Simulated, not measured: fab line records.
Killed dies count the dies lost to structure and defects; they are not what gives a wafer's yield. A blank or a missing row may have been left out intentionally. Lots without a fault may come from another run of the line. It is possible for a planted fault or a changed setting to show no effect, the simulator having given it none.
Which tool did it?    flow n5_finfet    23 lots, 69 wafers sampled, at 2 steps of a route of 1938

## WHAT THE GAUGES READ, wafer by wafer
N5_BEOL_M10_INSPECT_30: inspects for defects (brightfield).
lot   measured      on                 raw_defect_count
L074  day 11 05:08  defect_inspect-01  527 275 443
L079  day 11 10:32  defect_inspect-02  277 306 319
L077  day 11 14:46  defect_inspect-02  290 436 315
L076  day 11 14:56  defect_inspect-02  494 380 475
L075  day 11 17:59  defect_inspect-02  335 391 536
L078  day 12 03:20  defect_inspect-02  540 407 349
L080  day 12 13:40  defect_inspect-01  737 544 597
L081  day 12 17:37  defect_inspect-01  348 354 371
L082  day 13 14:05  defect_inspect-01  450 419 402
L085  day 13 18:44  defect_inspect-02  726 549 468
L084  day 15 03:52  defect_inspect-01  473 451 353
L086  day 15 07:00  defect_inspect-02  416 406 720
L089  day 15 13:46  defect_inspect-02  261 328 253
L083  day 15 17:16  defect_inspect-02  456 426 514
L088  day 15 20:10  defect_inspect-02  331 317 272
L087  day 16 00:44  defect_inspect-02  421 385 365
L090  day 16 05:10  defect_inspect-02  607 447 523
L093  day 16 23:25  defect_inspect-01  333 328 468
L092  day 17 01:44  defect_inspect-02  343 313 316
L091  day 17 05:46  defect_inspect-01  313 338 485
L094  day 17 07:36  defect_inspect-01  377 396 357
L095  day 17 17:28  defect_inspect-01  393 368 285
L096  day 18 08:17  defect_inspect-01  400 496 400

## TOOL THAT RAN EACH LOT (tool first, then ch and the chambers of the sampled wafers, then the start)
lot   N5_BEOL_M10_HM_OPEN_17
L074  rie_metal-02 ch 0,1, day 11 04:20
L079  rie_metal-02 ch 0,1, day 11 09:07
L077  rie_metal-02 ch 0,1, day 11 11:07
L076  rie_metal-02 ch 0,1, day 11 11:37
L075  rie_metal-01 ch 0,1, day 11 15:29
L078  rie_metal-01 ch 0,1, day 11 23:40
L080  rie_metal-03 ch 1, day 12 12:49
L081  rie_metal-02 ch 0,1, day 12 15:00
L082  rie_metal-03 ch 0,1, day 13 12:28
L085  rie_metal-03 ch 0,1, day 13 15:36
L084  rie_metal-01 ch 0,1, day 15 00:35
L086  rie_metal-01 ch 0,1, day 15 05:55
L089  rie_metal-02 ch 1, day 15 12:20
L083  rie_metal-02 ch 0,1, day 15 15:32
L088  rie_metal-01 ch 0,1, day 15 19:29
L087  rie_metal-03 ch 1, day 15 21:13
L090  rie_metal-02 ch 0,1, day 16 02:42
L093  rie_metal-03 ch 0,1, day 16 19:22
L092  rie_metal-03 ch 0,1, day 17 01:01
L091  rie_metal-01 ch 0,1, day 17 04:37
L094  rie_metal-02 ch 0,1, day 17 06:58
L095  rie_metal-03 ch 0,1, day 17 16:25
L096  rie_metal-03 ch 1, day 18 05:29
- N5_BEOL_M10_HM_OPEN_17: chemistry Cl2/BCl3, target TiN, target depth 20 nm, overetch 6 nm.

## WHAT THE TOOLS THEMSELVES READ (means of the sampled wafers that have a number; where no wafer has one, the mark that the record gives instead)
N5_BEOL_M10_HM_OPEN_17.
lot   tool          drypump_motor_current_A (A)  oes_product_au (a.u.)  throttle_valve_pct (%)
L074  rie_metal-02  6.02                         0.66                   22.20
L079  rie_metal-02  6.02                         0.66                   22.21
L077  rie_metal-02  5.94                         0.65                   22.03
L076  rie_metal-02  5.93                         0.66                   22.02
L075  rie_metal-01  5.99                         0.60                   21.86
L078  rie_metal-01  6.00                         0.61                   21.84
L080  rie_metal-03  5.95                         0.75                   21.85
L081  rie_metal-02  5.94                         0.65                   22.04
L082  rie_metal-03  5.85                         0.75                   22.19
L085  rie_metal-03  5.89                         0.74                   22.03
L084  rie_metal-01  5.94                         0.74                   21.78
L086  rie_metal-01  6.00                         0.78                   21.75
L089  rie_metal-02  5.82                         0.63                   21.86
L083  rie_metal-02  6.02                         0.65                   22.21
L088  rie_metal-01  5.96                         0.73                   21.79
L087  rie_metal-03  5.95                         0.72                   21.86
L090  rie_metal-02  5.93                         0.63                   22.05
L093  rie_metal-03  5.90                         0.73                   22.02
L092  rie_metal-03  5.84                         0.73                   22.20
L091  rie_metal-01  5.94                         0.73                   21.77
L094  rie_metal-02  6.00                         0.63                   22.23
L095  rie_metal-03  5.89                         0.72                   22.03
L096  rie_metal-03  5.94                         0.70                   21.89

## THE ANSWER, worked out from the rows above alone
Rule: the lots themselves supply what counts as usual. The widest of any qualifying gaps counts: lots, ordered by their means at a reading, are off when they make up no more than a third of the lots, leave a main group of 4 or more, and stand apart from it by 3 or more times the standard deviation of that group's means. Not used: any main group whose means are identical at the precision the tables above print for the reading. A lot without any number at a reading at which 4 lots or more have one is off too. Where the step has rows for the other lots, those lots are counted as sound. Order of review: gauges by route order, followed by the tools' own readings, for which a lot's mean as printed above is used. The first step at which some lot is off is used, and at that step the reading that is off furthest; a lot without a number counts as furthest.
No lot is off at any reading shown: from this, nothing can be told.

## WHAT THE SIMULATOR HAD INSERTED
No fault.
